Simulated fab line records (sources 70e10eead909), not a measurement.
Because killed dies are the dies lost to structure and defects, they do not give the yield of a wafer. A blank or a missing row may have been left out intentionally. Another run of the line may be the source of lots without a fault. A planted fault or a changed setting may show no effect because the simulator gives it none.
fab line records	flow nand-harc
record lots=6	wafers=18	last-day=24
route steps=1159 shown A_CONTACT@873 END@1159
lots that met no fault: from a run of the same line without faults
start-h: hours from the record's opening day to when the first of the lot's shown wafers began	wait-h: hours since the lot's step before	" unchanged from the row above	L1.1+2: a row that stands for several wafers	- either no value or no given start	* or withheld: withheld	< > ~ a bound
route shown NAME@n: a module of which the file shows steps, and the number in the route of the first	usual: average and standard deviation across the fault-free wafers	same: alike in all rows	chamber/n: place in a boat	sites: readings site by site	_std_site: standard deviation across them	_edge_site: the outer-site mean with the inner-site mean subtracted	radius-mm: for every site, how far away it sits from the centre of the wafer	mask NAME#n: copy n	behind: the tool/chamber that last shaped the wafer	hold: why the lot was held/for how many hours/how that ended	device: the transistor (n, p or np) that didn't switch	end of line: tests run on the same wafers once the route is complete	a step given without rows: its recipe and nothing more	killed: count of dies lost to structure and defects at first sort (not the wafer's yield)	map: shows each die of a wafer: x if killed, . if not, _ if none is there
set.NAME: the setting the step ran with; set.NAME@STEP: the setting that earlier step ran with	model.NAME: the simulator's own value behind a step, which no gauge read
certain route steps with their lots: each step a table, each wafer a row
services: from which hour (start-h, from the record's first day; less than 0 if before it) a tool's chamber was out of use, for how many hours, and why
## steps
# step NHARC_A_CONTACT_ETCH_122
# recipe source-w=withheld	pressure-mtorr=20	bias-v=3000	time-s=95	target-depth-a=9300	ar-flow-sccm=withheld	c4f8-flow-sccm=withheld	o2-flow-sccm=withheld	chemistry=C4F8/O2/Ar
# step NHARC_A_CONTACT_ETCH_123
# recipe source-w=withheld	pressure-mtorr=20	bias-v=400	time-s=253	target-depth-a=10900	ar-flow-sccm=withheld	c4f8-flow-sccm=11.5	o2-flow-sccm=7.2	chemistry=C4F8/O2/Ar
# step NHARC_A_CONTACT_ETCH_90
# recipe target-depth-a=400	over-etch-frac=0.5	time-s=85.7	ion-energy-ev=120	ch3f-flow-sccm=50	o2-flow-sccm=30	ar-flow-sccm=200	rf-w=500	bias-w=100	chemistry=CH3F/O2
# step NHARC_A_CONTACT_ETCH_96
# recipe target-depth-a=200	over-etch-frac=0.5	time-s=10	ion-energy-ev=250	c4f6-flow-sccm=25	o2-flow-sccm=20	ar-flow-sccm=500	rf-w=600	bias-w=500	chemistry=C4F6/O2
# step NHARC_A_CONTACT_CD_MEAS_53
# usual cd-nm=189.8/0.82
lot.wafer	tool	chamber	start-h	wait-h	cd-nm
L843.1	cd-sem-03	-	379.84	-	189.5
L843.2	"	-	"	"	189.2
L843.4	"	-	"	"	188.9
L841.2	cd-sem-02	-	385.48	-	190.0
L841.3	"	-	"	"	190.1
L841.5	"	-	"	"	189.7
L844.3	cd-sem-02	-	392.28	-	189.6
L844.4	"	-	"	"	189.9
L844.6	"	-	"	"	188.7
L856.1	cd-sem-02	-	476.35	-	188.6
L856.4	"	-	"	"	189.0
L856.6	"	-	"	"	189.2
L857.1	cd-sem-01	-	479.08	-	189.0
L857.2	"	-	"	"	188.7
L857.4	"	-	"	"	189.9
L858.1	cd-sem-01	-	496.39	-	192.1
L858.3	"	-	"	"	190.8
L858.6	"	-	"	"	191.9
# step NHARC_A_CONTACT_STRIP_99
# recipe n2-flow-sccm=150	h2-flow-sccm=150	ar-flow-sccm=0	bias-w=0	chemistry=N2/H2
# step NHARC_A_CONTACT_STRIP_100
# recipe cf4-flow-sccm=100	chf3-flow-sccm=30	ar-flow-sccm=0	bias-w=0	chemistry=CF4/CHF3
# step NHARC_A_CONTACT_STRIP_101
# recipe o2-flow-sccm=400	cos-flow-sccm=20	ar-flow-sccm=0	bias-w=0	chemistry=O2/COS
# step NHARC_A_CONTACT_ETCH_102
# recipe target-depth-a=700	overetch-a=70	time-s=38.5	ion-energy-ev=100	cf4-flow-sccm=80	o2-flow-sccm=20	ar-flow-sccm=0	rf-w=300	bias-w=100	chemistry=CF4/O2
# step NHARC_A_CONTACT_STRIP_55
# recipe o2-flow-sccm=500	ar-flow-sccm=0	bias-w=0	chemistry=O2
# step NHARC_A_CONTACT_STRIP_56
# recipe time-s=600	temp-c=30	chemistry=post-etch-residue-remover
# step NHARC_A_CONTACT_DEP_57
# recipe target-thk-a=28000	temp-c=400	material=aC
# step NHARC_A_CONTACT_DEP_58
# recipe target-thk-a=600	target-thk-nm=60	temp-c=400	pressure-torr=3.5	flow-sccm=200	rf-w=350	material=SiON
# usual heater-power-w=780/99	showerhead-vpp-V=1122/50
lot.wafer	tool	chamber	start-h	wait-h	heater-power-w	showerhead-vpp-V
L843.2	pecvd-02	2	382.98	1.4	759	1085
L843.1	"	1	"	"	810	1121
L843.4	"	0	"	"	775	1082
L841.3	pecvd-02	0	389.79	0.9	868	1109
L841.2	"	1	"	"	730	1123
L841.5	"	0	"	"	889	1083
L844.3	pecvd-02	1	395.45	1.0	836	1128
L844.4	"	0	"	"	795	1096
L844.6	"	1	"	"	821	1129
L856.1	pecvd-02	2	479.10	1.5	743	1094
L856.4	"	0	"	"	880	1099
L856.6	"	2	"	"	733	1090
L857.1	pecvd-02	1	484.98	1.4	745	1124
L857.2	"	2	"	"	803	1065
L857.4	"	0	"	"	829	1113
L858.1	pecvd-02	1	499.23	1.5	773	1112
L858.3	"	2	"	"	797	1087
L858.6	"	0	"	"	847	1108
# step NHARC_A_CONTACT_DEHYDRATE_59
# recipe temp-c=150	time-s=120
# step NHARC_A_CONTACT_HMDS_60
# recipe time-s=30
# step NHARC_A_CONTACT_COAT_61
# recipe temp-c=260	time-s=75
# step NHARC_A_CONTACT_COAT_62
# recipe temp-c=225	time-s=65
# step NHARC_A_CONTACT_COAT_63
# recipe spin-rpm=1500	resist-thk-nm=90
# step NHARC_A_CONTACT_SOFTBAKE_64
# recipe temp-c=105	time-s=55
# step NHARC_A_CONTACT_EBR_65
# step NHARC_A_CONTACT_EXPOSE_66
# recipe na=1.35	sigma-outer=0.8	dose-mj=59.02	mask-id=A_CC_2
# step NHARC_A_CONTACT_PEB_67
# recipe peb-temp-c=100	peb-time-s=65
# step NHARC_A_CONTACT_DEVELOP_68
# recipe develop-time-s=35	dev-temp-c=23
# step NHARC_A_CONTACT_CD_MEAS_69
# recipe target-cd-nm=200	landing-energy-ev=500
# usual cd-nm=200.3/0.69
lot.wafer	tool	chamber	start-h	wait-h	cd-nm
L843.1	cd-sem-03	0	383.57	-	199.5
L843.2	"	0	"	"	200.4
L843.4	"	0	"	"	199.8
L841.2	cd-sem-03	0	390.40	-	201.6
L841.3	"	0	"	"	200.5
L841.5	"	0	"	"	201.0
L844.3	cd-sem-02	0	396.15	-	199.7
L844.4	"	0	"	"	200.2
L844.6	"	0	"	"	200.1
L856.1	cd-sem-02	0	479.63	-	200.4
L856.4	"	0	"	"	200.7
L856.6	"	0	"	"	199.9
L857.1	cd-sem-01	0	485.58	-	200.2
L857.2	"	0	"	"	199.0
L857.4	"	0	"	"	200.5
L858.1	cd-sem-02	0	499.92	-	200.1
L858.3	"	0	"	"	199.9
L858.6	"	0	"	"	200.7
# step NHARC_A_CONTACT_OVL_MEAS_70
# usual overlay-x-nm=-0.2/0.7	overlay-y-nm=0.1/0.75
lot.wafer	tool	chamber	start-h	wait-h	overlay-x-nm	overlay-y-nm
L843.1	overlay-02	-	383.66	-	0.1	-0.9
L843.2	"	-	"	"	0.1	-1.2
L843.4	"	-	"	"	-0.2	-0.9
L841.2	overlay-02	-	390.48	-	-0.7	0.1
L841.3	"	-	"	"	-0.9	0.0
L841.5	"	-	"	"	-0.9	-0.9
L844.3	overlay-02	-	396.23	-	-0.4	0.3
L844.4	"	-	"	"	-0.7	0.9
L844.6	"	-	"	"	-0.6	0.9
L856.1	overlay-02	-	479.72	-	-0.4	-0.4
L856.4	"	-	"	"	-1.7	0.1
L856.6	"	-	"	"	-0.9	0.1
L857.1	overlay-01	-	485.66	-	0.4	0.9
L857.2	"	-	"	"	0.5	0.4
L857.4	"	-	"	"	0.6	0.8
L858.1	overlay-01	-	500.01	-	0.4	0.4
L858.3	"	-	"	"	0.3	-0.1
L858.6	"	-	"	"	0.0	0.2
# step NHARC_A_CONTACT_INSPECT_71
# usual raw-defect-count=30/15
lot.wafer	tool	chamber	start-h	wait-h	raw-defect-count
L843.1	defect-inspect-02	-	383.70	0.0	12
L843.2	"	-	"	"	8
L843.4	"	-	"	"	6
L841.2	defect-inspect-01	-	390.52	0.0	32
L841.3	"	-	"	"	23
L841.5	"	-	"	"	43
L844.3	defect-inspect-02	-	396.27	0.0	30
L844.4	"	-	"	"	20
L844.6	"	-	"	"	13
L856.1	defect-inspect-01	-	479.76	0.0	15
L856.4	"	-	"	"	11
L856.6	"	-	"	"	8
L857.1	defect-inspect-02	-	485.70	0.0	31
L857.2	"	-	"	"	21
L857.4	"	-	"	"	42
L858.1	defect-inspect-02	-	500.06	0.1	40
L858.3	"	-	"	"	48
L858.6	"	-	"	"	50
# step NHARC_A_CONTACT_DESCUM_74
# recipe time-s=3	o2-flow-sccm=200	ar-flow-sccm=0	bias-power-w=0	chemistry=O2
# step NHARC_A_CONTACT_ETCH_75
# recipe target-depth-a=390	over-etch-frac=0.3	time-s=65	ion-energy-ev=80	cf4-flow-sccm=150	ar-flow-sccm=0	rf-w=300	bias-w=100	chemistry=CF4
# step NHARC_A_CONTACT_ETCH_76
# recipe target-depth-a=2600	over-etch-frac=0.3	time-s=475.3	ion-energy-ev=200	n2-flow-sccm=150	h2-flow-sccm=150	ar-flow-sccm=0	rf-w=400	bias-w=150	chemistry=N2/H2
# step NHARC_A_CONTACT_ETCH_77
# recipe target-depth-a=726	time-s=36.3	cf4-flow-sccm=100	chf3-flow-sccm=30	ar-flow-sccm=0	rf-w=500	bias-w=200	chemistry=CF4/CHF3
# step NHARC_A_CONTACT_ETCH_78
# recipe target-depth-a=28000	over-etch-frac=0.3	time-s=728	ion-energy-ev=150	o2-flow-sccm=400	cos-flow-sccm=20	ar-flow-sccm=0	rf-w=500	bias-w=300	chemistry=O2/COS
# usual chamber-pressure-mTorr=19.997/0.018	drypump-motor-current-A=5.8/0.46	oes-product-au=0.997/0.014	rf-vpp-V=313.2/2.3	showerhead-plenum-p-Torr=3.06/0.14	throttle-valve-pct=28.330/0.0097
# same time-s=728
lot.wafer	tool	chamber	start-h	wait-h	chamber-pressure-mTorr	drypump-motor-current-A	oes-product-au	rf-hours-counter-h	rf-vpp-V	showerhead-plenum-p-Torr	throttle-valve-pct
L843.2	rie-diel-13	1	-	-	20.003	6.0	0.981	41	314.2	3.03	28.333
L843.1	"	2	"	"	20.005	5.0	0.972	42	312.8	3.05	28.327
L843.4	"	0	"	"	20.000	6.2	0.995	33	312.3	2.95	28.326
L841.2	rie-diel-08	2	-	-	19.970	5.0	0.978	32	310.9	2.95	28.352
L841.3	"	3	"	"	19.991	5.3	1.021	30	310.4	2.90	28.348
L841.5	"	1	"	"	20.018	6.0	1.013	-	312.5	2.92	28.323
L844.4	rie-diel-13	2	-	-	20.008	5.0	0.978	47	313.0	3.04	28.318
L844.3	"	3	"	"	19.993	6.2	0.988	45	317.7	3.32	28.335
L844.6	"	2	"	"	20.024	5.0	0.978	-	312.1	3.04	28.333
L856.4	rie-diel-13	3	-	-	19.986	6.1	0.973	8	316.4	3.31	28.320
L856.1	"	2	"	"	20.014	5.0	0.998	7	313.0	3.03	28.327
L856.6	"	0	"	"	20.003	6.2	1.006	-	310.9	2.93	28.342
L857.2	rie-diel-03	2	-	-	19.976	5.8	1.003	17	313.2	3.13	28.334
L857.1	"	0	"	"	19.978	5.9	0.998	12	311.4	3.03	28.323
L857.4	"	1	"	"	19.994	5.4	1.008	17	317.9	3.31	28.340
L858.3	rie-diel-13	1	-	-	20.010	6.0	0.997	14	311.4	3.01	28.336
L858.1	"	2	"	"	19.991	5.0	0.997	14	314.1	3.03	28.318
L858.6	"	0	"	"	20.006	6.2	0.987	-	311.3	2.93	28.336
# step NHARC_A_CONTACT_ETCH_124
# recipe source-w=withheld	pressure-mtorr=20	bias-v=withheld	time-s=140	target-depth-a=7000	ar-flow-sccm=withheld	c4f8-flow-sccm=withheld	o2-flow-sccm=withheld	chemistry=C4F8/O2/Ar
# step NHARC_A_CONTACT_ETCH_125
# recipe source-w=withheld	pressure-mtorr=20	bias-v=1200	time-s=155	target-depth-a=9560	ar-flow-sccm=withheld	c4f8-flow-sccm=withheld	o2-flow-sccm=withheld	chemistry=C4F8/O2/Ar
# usual chamber-pressure-mTorr=20.001/0.02
# same time-s=155
lot.wafer	tool	chamber	start-h	wait-h	chamber-pressure-mTorr	rf-hours-counter-h
L843.2	har-cap-etch-03	0	385.18	0.2	20.022	86
L843.1	"	1	"	"	20.003	86
L843.4	"	1	"	"	19.991	-
L841.2	har-cap-etch-02	1	392.07	0.2	19.983	13
L841.3	"	0	"	"	20.000	-
L841.5	"	1	"	"	19.988	-
L844.4	har-cap-etch-03	0	397.86	0.2	20.008	-
L844.3	"	1	"	"	20.028	-
L844.6	"	1	"	"	20.016	-
L856.1	har-cap-etch-03	1	481.19	0.2	20.007	104
L856.4	"	0	"	"	20.035	-
L856.6	"	1	"	"	20.019	-
L857.1	har-cap-etch-02	1	487.29	0.2	19.989	31
L857.2	"	0	"	"	19.980	31
L857.4	"	1	"	"	20.003	-
L858.1	har-cap-etch-03	1	501.52	0.2	20.007	106
L858.3	"	0	"	"	19.979	-
L858.6	"	0	"	"	20.004	-
# step NHARC_A_CONTACT_ETCH_126
# recipe source-w=withheld	pressure-mtorr=20	bias-v=1200	time-s=155	target-depth-a=9560	ar-flow-sccm=withheld	c4f8-flow-sccm=withheld	o2-flow-sccm=withheld	chemistry=C4F8/O2/Ar
# step NHARC_A_CONTACT_ETCH_127
# recipe source-w=withheld	pressure-mtorr=20	bias-v=1200	time-s=155	target-depth-a=9560	ar-flow-sccm=withheld	c4f8-flow-sccm=withheld	o2-flow-sccm=withheld	chemistry=C4F8/O2/Ar
# usual chamber-pressure-mTorr=20.001/0.02
# same time-s=155
lot.wafer	tool	chamber	start-h	wait-h	chamber-pressure-mTorr	rf-hours-counter-h
L843.2	har-cap-etch-03	0	385.55	0.2	20.039	86
L843.1	"	1	"	"	19.974	86
L843.4	"	1	"	"	20.023	-
L841.2	har-cap-etch-02	1	392.35	0.1	19.975	13
L841.3	"	0	"	"	20.010	-
L841.5	"	1	"	"	20.010	-
L844.4	har-cap-etch-03	0	398.24	0.2	19.984	-
L844.3	"	1	"	"	20.021	-
L844.6	"	1	"	"	19.989	-
L856.1	har-cap-etch-03	1	481.47	0.1	19.998	104
L856.4	"	0	"	"	19.999	-
L856.6	"	1	"	"	20.006	-
L857.1	har-cap-etch-02	1	487.57	0.1	19.982	31
L857.2	"	0	"	"	20.006	31
L857.4	"	1	"	"	20.009	-
L858.1	har-cap-etch-03	1	501.85	0.1	19.991	106
L858.3	"	0	"	"	20.006	-
L858.6	"	0	"	"	20.014	-
# step NHARC_A_CONTACT_ETCH_128
# recipe source-w=withheld	pressure-mtorr=20	bias-v=1200	time-s=155	target-depth-a=9560	ar-flow-sccm=withheld	c4f8-flow-sccm=withheld	o2-flow-sccm=withheld	chemistry=C4F8/O2/Ar
# usual chamber-pressure-mTorr=20.002/0.026
# same time-s=155
lot.wafer	tool	chamber	start-h	wait-h	chamber-pressure-mTorr	rf-hours-counter-h
L843.2	har-cap-etch-03	0	385.74	0.2	20.003	86
L843.1	"	1	"	"	20.000	86
L843.4	"	1	"	"	19.999	-
L841.2	har-cap-etch-02	1	392.50	0.1	20.007	13
L841.3	"	0	"	"	20.005	-
L841.5	"	1	"	"	20.003	-
L844.4	har-cap-etch-03	0	398.43	0.2	19.986	-
L844.3	"	1	"	"	20.017	-
L844.6	"	1	"	"	20.017	-
L856.1	har-cap-etch-03	1	481.61	0.1	19.984	104
L856.4	"	0	"	"	20.016	-
L856.6	"	1	"	"	20.032	-
L857.1	har-cap-etch-02	1	487.72	0.1	19.980	31
L857.2	"	0	"	"	20.005	31
L857.4	"	1	"	"	20.002	-
L858.1	har-cap-etch-03	1	501.99	0.1	20.014	106
L858.3	"	0	"	"	19.980	-
L858.6	"	0	"	"	19.998	-
# step NHARC_A_CONTACT_ETCH_129
# recipe source-w=withheld	pressure-mtorr=20	bias-v=1200	time-s=155	target-depth-a=9560	ar-flow-sccm=withheld	c4f8-flow-sccm=withheld	o2-flow-sccm=withheld	chemistry=C4F8/O2/Ar
# step NHARC_A_CONTACT_ETCH_130
# recipe source-w=withheld	pressure-mtorr=20	bias-v=1200	time-s=155	target-depth-a=9560	ar-flow-sccm=withheld	c4f8-flow-sccm=withheld	o2-flow-sccm=withheld	chemistry=C4F8/O2/Ar
# usual chamber-pressure-mTorr=20.002/0.02
# same time-s=155
lot.wafer	tool	chamber	start-h	wait-h	chamber-pressure-mTorr	rf-hours-counter-h
L843.2	har-cap-etch-03	0	386.12	0.2	20.008	86
L843.1	"	1	"	"	19.981	86
L843.4	"	1	"	"	19.993	-
L841.2	har-cap-etch-02	1	392.78	0.1	20.033	14
L841.3	"	0	"	"	20.002	-
L841.5	"	1	"	"	19.990	-
L844.4	har-cap-etch-03	0	398.80	0.2	19.985	-
L844.3	"	1	"	"	19.951	-
L844.6	"	1	"	"	20.041	-
L856.1	har-cap-etch-03	1	481.90	0.1	20.019	104
L856.4	"	0	"	"	20.015	-
L856.6	"	1	"	"	20.015	-
L857.1	har-cap-etch-02	1	488.00	0.1	20.017	31
L857.2	"	0	"	"	20.015	31
L857.4	"	1	"	"	19.995	-
L858.1	har-cap-etch-03	1	502.27	0.1	19.974	106
L858.3	"	0	"	"	20.005	-
L858.6	"	0	"	"	20.023	-
# step NHARC_A_CONTACT_ETCH_131
# recipe source-w=withheld	pressure-mtorr=20	bias-v=1200	time-s=155	target-depth-a=9560	ar-flow-sccm=withheld	c4f8-flow-sccm=withheld	o2-flow-sccm=withheld	chemistry=C4F8/O2/Ar
# step NHARC_A_CONTACT_ETCH_132
# recipe source-w=withheld	pressure-mtorr=20	bias-v=1200	time-s=156	target-depth-a=9580	ar-flow-sccm=withheld	c4f8-flow-sccm=withheld	o2-flow-sccm=withheld	chemistry=C4F8/O2/Ar
# step NHARC_A_CONTACT_ETCH_133
# recipe source-w=withheld	pressure-mtorr=20	bias-v=400	time-s=195	target-depth-a=8400	ar-flow-sccm=withheld	c4f8-flow-sccm=11.5	o2-flow-sccm=7.2	chemistry=C4F8/O2/Ar
# step NHARC_A_CONTACT_ETCH_91
# recipe target-depth-a=400	over-etch-frac=0.5	time-s=85.7	ion-energy-ev=120	ch3f-flow-sccm=50	o2-flow-sccm=30	ar-flow-sccm=200	rf-w=500	bias-w=100	chemistry=CH3F/O2
# step NHARC_END_SORT_01
# recipe temp-c=25
# usual killed-at-array=27/11	killed-at-other=0.7/1.1	killed-at-periphery=3.6/2.4	killed-dies=32/11	killed-open=3.3/1.8	killed-short=2.1/1.5
# same gross-dies=677
lot.wafer	tool	chamber	start-h	wait-h	killed-at-array	killed-at-other	killed-at-periphery	killed-dies	killed-open	killed-short
L841.3	prober-02	0	461.70	3.1	663	0	2	665	3	1
L841.5	prober-02	0	463.32	3.7	653	2	10	665	6	0
L844.3	prober-01	0	463.85	3.1	26	0	6	32	4	2
L844.4	prober-01	0	464.65	3.4	657	0	6	663	3	6
L856.1	prober-01	0	552.20	2.5	26	1	1	28	9	2
L856.4	prober-01	0	554.58	3.4	16	0	2	18	2	3
L856.6	prober-01	0	556.17	4.0	18	1	2	21	4	2
# killed by level:class
L841.3 A_CONTACT:area-dep=642 A_CHANNEL_HOLE_D1:chamber-film-flake=7 A_SLIT:chamber-film-flake=6 A_CONTACT:chamber-film-flake=3 P_CONTACT:geometric-particle:open=1 A_CHANNEL_FILL_D1:geometric-particle:short=1 A_WL_FILL:geometric-particle:open=1 A_CONTACT:geometric-particle:open=1
L841.5 A_CONTACT:area-dep=619 A_CHANNEL_HOLE_D1:chamber-film-flake=14 A_SLIT:chamber-film-flake=12 P_CONTACT:chamber-film-flake=7 A_ZERO_WELL:chamber-film-flake=2 THIN_TSV:chamber-film-flake=2 P_CONTACT:geometric-particle:open=1 P_M0:geometric-particle:open=1
L844.3 A_CHANNEL_HOLE_D1:chamber-film-flake=14 A_CONTACT:chamber-film-flake=5 P_ZERO_WELL:chamber-film-flake=4 A_STAIRCASE:chamber-film-flake=2 P_CONTACT:geometric-particle:open=1 P_M2:geometric-particle:open=1 A_CHANNEL_HOLE_D1:geometric-particle:open=1 A_SGD_CUT:geometric-particle:short=1
L844.4 A_CONTACT:area-dep=643 A_CHANNEL_HOLE_D1:chamber-film-flake=5 A_STAIRCASE:chamber-film-flake=3 A_CONTACT:chamber-film-flake=3 P_CONTACT:geometric-particle:short=2 P_M0:geometric-particle:open=2 P_M0:geometric-particle:short=1 P_M1:geometric-particle:open=1
L856.1 A_CONTACT:chamber-film-flake=8 A_CHANNEL_HOLE_D1:chamber-film-flake=6 A_ZERO_WELL:chamber-film-flake=3 A_CONTACT:geometric-particle:open=2 A_BLC:geometric-particle:open=2 A_M0:geometric-particle:open=2 P_M0:geometric-particle:open=1 A_ONON_D1:geometric-particle:short=1
L856.4 A_CONTACT:chamber-film-flake=5 A_CHANNEL_HOLE_D1:chamber-film-flake=4 A_ONON_D1:geometric-particle:short=3 A_ZERO_WELL:chamber-film-flake=3 A_WL_FILL:geometric-particle:open=1 P_STI:chamber-film-flake=1 P_GATE:unspecified:open=1
L856.6 A_CONTACT:chamber-film-flake=7 A_CHANNEL_HOLE_D1:chamber-film-flake=4 A_CONTACT:geometric-particle:open=3 A_ZERO_WELL:chamber-film-flake=3 P_M1:geometric-particle:open=1 A_WL_FILL:geometric-particle:short=1 STARTING-WAFER:geometric-particle:short=1 P_STI:chamber-film-flake=1
# map L841.3 (x killed, . not)
____________x____________
_________xxxxxxx_________
_______xxxxxxxxxxx_______
______xxxxxxxxxxxxx______
_____xxxxx.xxxxxxxxx_____
____xxxxxxxxxxxxxxxxx____
____xxxxxxxxxxxxxxxxx____
___xxxxxxxxxxxxxxxxxxx___
___xxxxxxxxxxxxxxxxx.x___
__xxxxxxxxxxxxxxxxxxxxx__
__xxxxxxxxxxxxxxxxxxxxx__
_.xxxxxxxxxxxxxxxxxxxxxx_
_xxxxxxxxxxxxxxxxxxxxxxx_
_xxxxxxxxxxxxxxxxxxxxxxx_
_xxxxxxxxxxxxxxxxxxxxxxx_
_xxxxxxxxxxxxxxxxxxxxxxx_
xxxxxxxxxxxxxxxxxxxxxxxxx
xxx.xxxxxxxxxxxxxxxxxxxxx
xxxxxxxxxxxxxxxxxxxxxxxxx
xxxxxxxxxxxxxxxxxxxxxxxx.
xxxxxxxxxxxxxxxxxxxxxxxxx
_xxxxxxxxxxxxxxxxxxxxxxx_
_x.xx.xxxxxxxxxxxxxxxxxx_
_xxxxxxxxxxxxxxxxxxxxxxx_
_xxxxxxxxxxxxxxxxxxxxxxx_
_xxxxxxxxxxxxxxxxxxxxxxx_
__xxxxxxxxxxxxxxxxxxxxx__
__xxxxxxxxxxxxxxxxxxxxx__
___xxxxxxxxxxxxxxxxxxx___
___xxxxxxxxxxxxxxxxxx.___
____xxxxxxxxxxxxxxxxx____
____xxxxxxxxxxxxxxxxx____
_____xxxxxxxxxxxxxxx_____
______.x..xxxxxxxxx______
_______xxxxxxxxxxx_______
_________.xxxxxx_________
____________x____________
# map L844.4 (x killed, . not)
____________x____________
_________xxxxxxx_________
_______xxxxxxxx.xx_______
______xxxxxxxx.xxxx______
_____xxxxxxxxxxxxxxx_____
____xxxxxxxxxxxxxxxxx____
____xxxxxxxxxxxxxxxxx____
___xxxxxxxxxxxxxxxxxxx___
___xxxxxxxxxxxxxxxxxxx___
__xxxxxxxxxxxxxxxxxxxxx__
__xxxxxxxxxxxxxxxxxxxxx__
_xxxxxxxxxxxxxxxxxxxxxxx_
_xxxxxxxxxxxxxxxxxxxxxxx_
_x.xxxx.xxxxxxxxxxxxxxxx_
_xxxxxxxxxxxxxxxxxxx.x.x_
_x.xxxxxxxxxxxxxxxxxxxxx_
xxxxxxxxxxxxxxxxxxxxxxxxx
xxxxxxx.xxxxxxxxxxxxxxxxx
xxxxxxxxxxxxxxxxxxxxxxxxx
xx.xxxxxxxxxxxxxxxxxxxxxx
xxxxxxxxxxxxxxxxxxxxxxxxx
_.xxxxxxxxxxxxxxxxxxxxxx_
_xxxxxxxxxxxxxxxxxxxxxxx_
_xxxxxxxxxxxxxxxxxxxxxxx_
_xxxxxxxxxxxxxxxxxxxxxxx_
_xxxxxxxxxxxxxx.xxxxxxxx_
__xxxxxxxxxxxxxxxxxxxxx__
__xxxxxxxxxxxxxxxxxxx.x__
___xxxxxxxxx.xxxxxxxxx___
___xxxxxxxxxxxxxxxxxxx___
____xxxxxxxxxxxxx.xxx____
____xxxxxxxxxxxxxxxxx____
_____xxxxxxxxxxxxxxx_____
______xxxxxxxxxxxxx______
_______xxxxxxxxxxx_______
_________xxxxxxx_________
____________x____________
## services
tool	chamber	start-h	hours	kind
har-cap-etch-03	-	365.51	0.3	repair
rie-diel-13	0	383.17	-	clean
rie-diel-13	1	383.17	-	clean
rie-diel-13	2	383.17	-	clean
rie-diel-13	3	383.17	-	clean
har-cap-etch-02	-	386.57	0.4	repair
rie-diel-03	-	392.31	9.0	pm
rie-diel-13	0	407.67	-	clean
rie-diel-13	1	407.67	-	clean
rie-diel-13	2	407.67	-	clean
rie-diel-13	3	407.67	-	clean
pecvd-02	-	422.12	0.9	repair
rie-diel-13	0	432.18	-	clean
rie-diel-13	1	432.18	-	clean
rie-diel-13	2	432.18	-	clean
rie-diel-13	3	432.18	-	clean
rie-diel-03	0	443.50	13.9	repair
rie-diel-13	-	453.05	9.0	pm
rie-diel-13	0	453.05	9.0	vent-cycle
rie-diel-13	1	453.05	9.0	vent-cycle
rie-diel-03	3	454.87	3.4	repair
har-cap-etch-02	-	456.12	2.6	repair
rie-diel-08	-	478.98	9.0	pm
rie-diel-13	3	489.67	2.4	repair
## key
first-sign step=NHARC_END_SORT_01	reading=killed-at-array	direction=up	sigmas=58	usual=27	struck=658
effect step=NHARC_END_SORT_01	reading=killed-dies	direction=up	sigmas=58	usual=32	struck=664
more-kills-born-at NHARC_A_CONTACT_DEP_58@pecvd-02=1904
met-at NHARC_A_CONTACT_DEP_58
struck-wafers L841.3,L841.5,L844.4
later-rows-left-out L841.3,L841.5,L844.4
tester-left-out L841,L844
onset-between 382.98 389.79
fault kind=process-parameter-drift	tool=pecvd-02	chamber=0	onset-h=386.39	steps=NHARC_A_CONTACT_DEP_58	channel=target-thk-a	offset=*	shape=step	end-h=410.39	acts-in=*	stated=*
# tester-left-out: of these lots the tester's yield and bins aren't shown, on N5 and GAA mostly nor the transistor test; their killed dies are dies lost to structure and defects alone, not to doping, threshold or leakage, so they don't give the yield
# later-rows-left-out: the simulator's readings of these wafers behind a module that went badly wrong aren't trusted and aren't shown, but for the sort
